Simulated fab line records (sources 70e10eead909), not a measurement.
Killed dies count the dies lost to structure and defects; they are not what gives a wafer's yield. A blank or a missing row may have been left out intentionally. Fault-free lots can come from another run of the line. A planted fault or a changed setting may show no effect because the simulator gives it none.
The tool behind it: which one? / flow nandHarc / 13 lots with 39 wafers sampled at 6 steps, on a route of 1159 steps

## WHAT EACH GAUGE READ, for each wafer
NHARC_A_START_INSPECT_01. Usual: 3.3 for rawDefectCount, sd 1.6.
lot=L917; measured=day 6 08:48; on=defectInspect-02; rawDefectCount=4 1 2; flag=
lot=L918; measured=day 7 05:52; on=defectInspect-02; rawDefectCount=4 6 4; flag=
lot=L919; measured=day 7 06:50; on=defectInspect-02; rawDefectCount=4 5 1; flag=
lot=L920; measured=day 7 07:17; on=defectInspect-01; rawDefectCount=4 6 3; flag=
lot=L922; measured=day 7 18:05; on=defectInspect-02; rawDefectCount=4 3 2; flag=
lot=L921; measured=day 7 18:52; on=defectInspect-01; rawDefectCount=3 0 1; flag=
lot=L926; measured=day 8 21:40; on=defectInspect-02; rawDefectCount=3 3 0; flag=
lot=L931; measured=day 10 08:49; on=defectInspect-01; rawDefectCount=3 4 5; flag=
lot=L933; measured=day 10 18:29; on=defectInspect-01; rawDefectCount=3 3 3; flag=
lot=L935; measured=day 10 23:38; on=defectInspect-02; rawDefectCount=3 5 2; flag=
lot=L936; measured=day 11 03:02; on=defectInspect-01; rawDefectCount=5 4 4; flag=
lot=L937; measured=day 11 12:55; on=defectInspect-02; rawDefectCount=3 4 7; flag=
lot=L938; measured=day 11 13:10; on=defectInspect-01; rawDefectCount=3 6 4; flag=

NHARC_A_ZERO_WELL_INSPECT_17. Usual: 10 for rawDefectCount, sd 5.4.
lot=L917; measured=day 6 11:31; on=defectInspect-02; rawDefectCount=7 4 5; flag=
lot=L918; measured=day 7 08:11; on=defectInspect-01; rawDefectCount=15 9 10; flag=
lot=L919; measured=day 7 09:09; on=defectInspect-01; rawDefectCount=10 12 27; flag=
lot=L920; measured=day 7 09:43; on=defectInspect-02; rawDefectCount=11 18 18; flag=
lot=L922; measured=day 7 20:23; on=defectInspect-01; rawDefectCount=4 8 7; flag=
lot=L921; measured=day 7 21:11; on=defectInspect-01; rawDefectCount=14 7 9; flag=
lot=L926; measured=day 8 23:59; on=defectInspect-02; rawDefectCount=7 2 10; flag=
lot=L931; measured=day 10 11:17; on=defectInspect-02; rawDefectCount=7 8 5; flag=
lot=L933; measured=day 10 20:50; on=defectInspect-01; rawDefectCount=25 16 22; flag=
lot=L935; measured=day 11 01:56; on=defectInspect-01; rawDefectCount=7 11 13; flag=
lot=L936; measured=day 11 05:15; on=defectInspect-01; rawDefectCount=6 8 4; flag=
lot=L937; measured=day 11 15:13; on=defectInspect-02; rawDefectCount=3 3 6; flag=
lot=L938; measured=day 11 15:29; on=defectInspect-02; rawDefectCount=10 9 7; flag=

NHARC_A_SOURCE_PLATE_THK_MEAS_09: measures by ellipsometry. Usual: 9.7 nm for thkNm, sd 1.1.
lot=L917; measured=day 6 18:37; on=filmMetro-01; thkNm (nm)=9.6 10.1 10.1; flag=
lot=L918; measured=day 7 15:38; on=filmMetro-01; thkNm (nm)=8.6 9.0 10.7; flag=
lot=L919; measured=day 7 15:38; on=filmMetro-02; thkNm (nm)=9.8 10.8 11.2; flag=
lot=L920; measured=day 7 15:38; on=filmMetro-01; thkNm (nm)=9.4 10.0 9.6; flag=
lot=L922; measured=day 8 03:50; on=filmMetro-01; thkNm (nm)=9.9 10.5 11.3; flag=
lot=L921; measured=day 8 03:50; on=filmMetro-02; thkNm (nm)=10.5 9.8 8.2; flag=
lot=L926; measured=day 9 07:23; on=filmMetro-01; thkNm (nm)=8.3 6.5 8.3; flag=
lot=L931; measured=day 10 18:14; on=filmMetro-01; thkNm (nm)=8.6 10.6 9.5; flag=
lot=L933; measured=day 11 03:53; on=filmMetro-02; thkNm (nm)=6.9 9.9 9.0; flag=
lot=L935; measured=day 11 11:07; on=filmMetro-02; thkNm (nm)=9.6 8.9 9.9; flag=
lot=L936; measured=day 11 11:07; on=filmMetro-01; thkNm (nm)=10.0 10.2 9.4; flag=
lot=L937; measured=day 11 23:23; on=filmMetro-02; thkNm (nm)=9.9 10.3 8.5; flag=
lot=L938; measured=day 11 23:24; on=filmMetro-01; thkNm (nm)=9.9 11.1 10.3; flag=

NHARC_A_ONON_D1_THK_MEAS_05: measures by ellipsometry. Usual: 1002 nm for thkNm, sd 10.
lot=L917; measured=day 7 09:23; on=filmMetro-01; thkNm (nm)=996 995 996; flag=
lot=L918; measured=day 8 07:11; on=filmMetro-01; thkNm (nm)=1003 1001 1004; flag=
lot=L919; measured=day 8 07:12; on=filmMetro-02; thkNm (nm)=991 993 990; flag=
lot=L920; measured=day 8 07:12; on=filmMetro-02; thkNm (nm)=1005 1005 1005; flag=
lot=L922; measured=day 8 20:44; on=filmMetro-02; thkNm (nm)=1018 1018 1019; flag=
lot=L921; measured=day 8 20:47; on=filmMetro-01; thkNm (nm)=986 986 988; flag=
lot=L926; measured=day 9 21:47; on=filmMetro-01; thkNm (nm)=999 999 999; flag=
lot=L931; measured=day 11 08:50; on=filmMetro-02; thkNm (nm)=984 1560 986; flag=OFF
lot=L933; measured=day 11 18:13; on=filmMetro-01; thkNm (nm)=995 995 996; flag=
lot=L935; measured=day 12 01:46; on=filmMetro-02; thkNm (nm)=1013 1015 1012; flag=
lot=L936; measured=day 12 01:46; on=filmMetro-01; thkNm (nm)=1015 1013 1015; flag=
lot=L937; measured=day 12 13:49; on=filmMetro-01; thkNm (nm)=1022 1021 1020; flag=
lot=L938; measured=day 12 13:46; on=filmMetro-02; thkNm (nm)=996 994 993; flag=

NHARC_END_SORT_01. Usual: killedAtArray 27, standard deviation 12; killedAtOther 0.8, standard deviation 1; killedAtPeriphery 4.0, standard deviation 2.5; killedDies 32, standard deviation 11; killedOpen 3.3, standard deviation 1.8; killedShort 2.0, standard deviation 1.5.
lot=L931; measured=day 22 09:38; on=prober-02; killedAtArray=40 673 32; killedAtOther=1 0 0; killedAtPeriphery=5 4 7; killedDies=46 677 39; killedOpen=4 4 1; killedShort=3 4 4; flag=OFF

## EACH LOT AND THE TOOL THAT RAN IT (in order: tool; ch and the chambers of the sampled wafers; start)
lot=L917; NHARC_A_ONON_D1_DEP_03=pecvdOnon-01 ch 0, day 7 08:56
lot=L918; NHARC_A_ONON_D1_DEP_03=pecvdOnon-02 ch 0, day 8 06:45
lot=L919; NHARC_A_ONON_D1_DEP_03=pecvdOnon-01 ch 0, day 8 06:52
lot=L920; NHARC_A_ONON_D1_DEP_03=pecvdOnon-04 ch 0, day 8 06:42
lot=L922; NHARC_A_ONON_D1_DEP_03=pecvdOnon-02 ch 0, day 8 20:13
lot=L921; NHARC_A_ONON_D1_DEP_03=pecvdOnon-01 ch 0, day 8 20:20
lot=L926; NHARC_A_ONON_D1_DEP_03=pecvdOnon-04 ch 0, day 9 21:17
lot=L931; NHARC_A_ONON_D1_DEP_03=pecvdOnon-02 ch 0, day 11 08:23
lot=L933; NHARC_A_ONON_D1_DEP_03=pecvdOnon-01 ch 0, day 11 17:42
lot=L935; NHARC_A_ONON_D1_DEP_03=pecvdOnon-04 ch 0, day 12 01:16
lot=L936; NHARC_A_ONON_D1_DEP_03=pecvdOnon-01 ch 0, day 12 01:16
lot=L937; NHARC_A_ONON_D1_DEP_03=pecvdOnon-04 ch 0, day 12 13:21
lot=L938; NHARC_A_ONON_D1_DEP_03=pecvdOnon-01 ch 0, day 12 13:14
- NHARC_A_ONON_D1_DEP_03: target thk 1000 nm.

## AS READ BY THE TOOLS THEMSELVES (means over the sampled wafers that have a number; for cases with no such wafer, the mark the record gives instead)
The record holds no such reading with a usual standard deviation.

## THE ANSWER, worked out from the rows above alone
Rule: a lot counts as off when the mean over its wafers that have a number is more than 3 standard deviations away from the usual mean. A lot without any number at a reading at which 4 lots or more have one is off too. The other lots that the step has rows for count as sound. The gauges are gone through in route order, then the tools' own readings, and for those a lot's mean is taken as printed above. The first step at which some lot is off is used, and at that step the reading that is off furthest; a lot without a number counts as furthest.
Off, at NHARC_A_ONON_D1_THK_MEAS_05 on thkNm: L931.
If a tool, at a process step before that reading, ran all the lots that are off and no sound lot after the first of them, it fits. Not tried: the gauges at NHARC_A_ONON_D1_THK_MEAS_05; whatever is off there is also off at NHARC_END_SORT_01, on other tools, and gauge error can't account for it. One fits: pecvdOnon-02 at NHARC_A_ONON_D1_DEP_03. A fault onset in the window from L922 (day 8 20:13, its last sound lot) to L931 (day 11 08:23, its first lot off) fits.

## WHAT THE SIMULATOR HAD PUT IN
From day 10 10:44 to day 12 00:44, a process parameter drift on pecvdOnon-02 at NHARC_A_ONON_D1_DEP_03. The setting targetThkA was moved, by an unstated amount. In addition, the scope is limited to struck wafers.
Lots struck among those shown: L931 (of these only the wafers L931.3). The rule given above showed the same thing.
